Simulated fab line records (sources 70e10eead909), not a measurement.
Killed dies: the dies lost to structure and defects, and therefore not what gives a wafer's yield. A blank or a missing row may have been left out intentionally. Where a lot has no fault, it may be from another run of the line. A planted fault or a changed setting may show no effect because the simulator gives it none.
Chamber matching    flow nand-harc    rie-diel-04 running NHARC_A_CONTACT_ETCH_90: 4 sister chambers
The step etches the open film in CH3F/O2, target depth 40 nm, time 85.7 s. 30 wafers are shown with their chamber, then 12 later ones without.

== WAFERS, EACH WITH ITS CHAMBER ==
wafer   chamber  showerhead-plenum-p-Torr (Torr)  drypump-motor-current-A (A)  rf-vpp-V (V)
L075.2  2        2.56                             5.6                          244.6
L075.5  1        2.57                             6.2                          247.1
L075.6  2        2.56                             5.6                          246.7
L082.1  3        2.35                             4.8                          242.7
L082.2  2        2.56                             5.6                          246.4
L082.5  3        2.36                             4.8                          243.0
L083.2  0        2.32                             6.1                          241.5
L083.4  2        2.56                             5.7                          246.9
L083.5  1        2.56                             6.1                          246.3
L084.1  3        2.35                             4.8                          242.4
L084.3  2        2.56                             5.6                          246.7
L084.6  2        2.56                             5.6                          245.4
L087.1  1        2.56                             6.2                          246.1
L087.4  0        2.32                             6.1                          241.6
L087.6  2        2.55                             5.6                          246.3
L089.1  2        2.55                             5.7                          244.5
L089.3  3        2.35                             4.8                          241.7
L089.6  3        2.35                             4.8                          242.6
L088.1  3        2.35                             4.8                          243.9
L088.2  1        2.56                             6.2                          245.5
L088.5  2        2.55                             5.6                          246.2
L088.3  0        2.32                             6.1                          241.3
L088.4  2        2.55                             5.6                          246.1
L088.6  1        2.56                             6.2                          245.0
L090.2  0        2.32                             6.1                          243.4
L090.3  3        2.35                             4.8                          241.4
L090.6  2        2.55                             5.6                          244.2
L092.4  2        2.55                             5.6                          246.0
L092.5  2        2.55                             5.6                          246.3
L092.6  3        2.35                             4.8                          241.8

SIGNATURES (means of the wafers above)
reading                   chamber 0  chamber 1  chamber 2  chamber 3  scatter within a chamber
showerhead-plenum-p-Torr  2.3200     2.5620     2.5546     2.3513     0.00434
drypump-motor-current-A   6.100      6.180      5.615      4.800      0.031
rf-vpp-V                  241.950    246.000    245.869    242.438    0.872
Rule: a wafer's distance from a chamber is the root of the sum, over the readings, of the square of ((its reading less the chamber's mean) divided by the reading's scatter). If the next closest chamber is less than 2 further off than the closest, the wafer can't be placed; otherwise it belongs to the closest. The scatter: the root of (the sum of the squares of (reading less its chamber's mean) over the shown wafers, divided by (wafers less chambers)).

== WAFERS MISSING THEIR CHAMBER ==
wafer   showerhead-plenum-p-Torr (Torr)  drypump-motor-current-A (A)  rf-vpp-V (V)
L093.1  2.56                             6.2                          246.6
L093.4  2.32                             6.1                          242.1
L093.5  2.56                             6.2                          246.1
L093.2  2.55                             5.6                          247.4
L093.3  2.35                             4.8                          242.3
L093.6  2.32                             6.1                          239.9
L096.2  2.35                             4.9                          243.4
L096.3  2.32                             6.1                          244.0
L096.4  2.55                             5.6                          245.8
L097.1  2.55                             6.2                          245.3
L097.2  2.35                             4.8                          242.2
L097.5  2.32                             6.1                          243.1

== CHAMBER TAKEN BY EACH ==
wafer   from the rows above  in truth
L093.1  1                    1
L093.4  0                    0
L093.5  1                    1
L093.2  2                    2
L093.3  3                    3
L093.6  0                    0
L096.2  3                    3
L096.3  0                    0
L096.4  2                    2
L097.1  1                    1
L097.2  3                    3
L097.5  0                    0
Correctly placed: 12 of 12. Not placeable from these rows: 0. Number placed wrongly: 0.
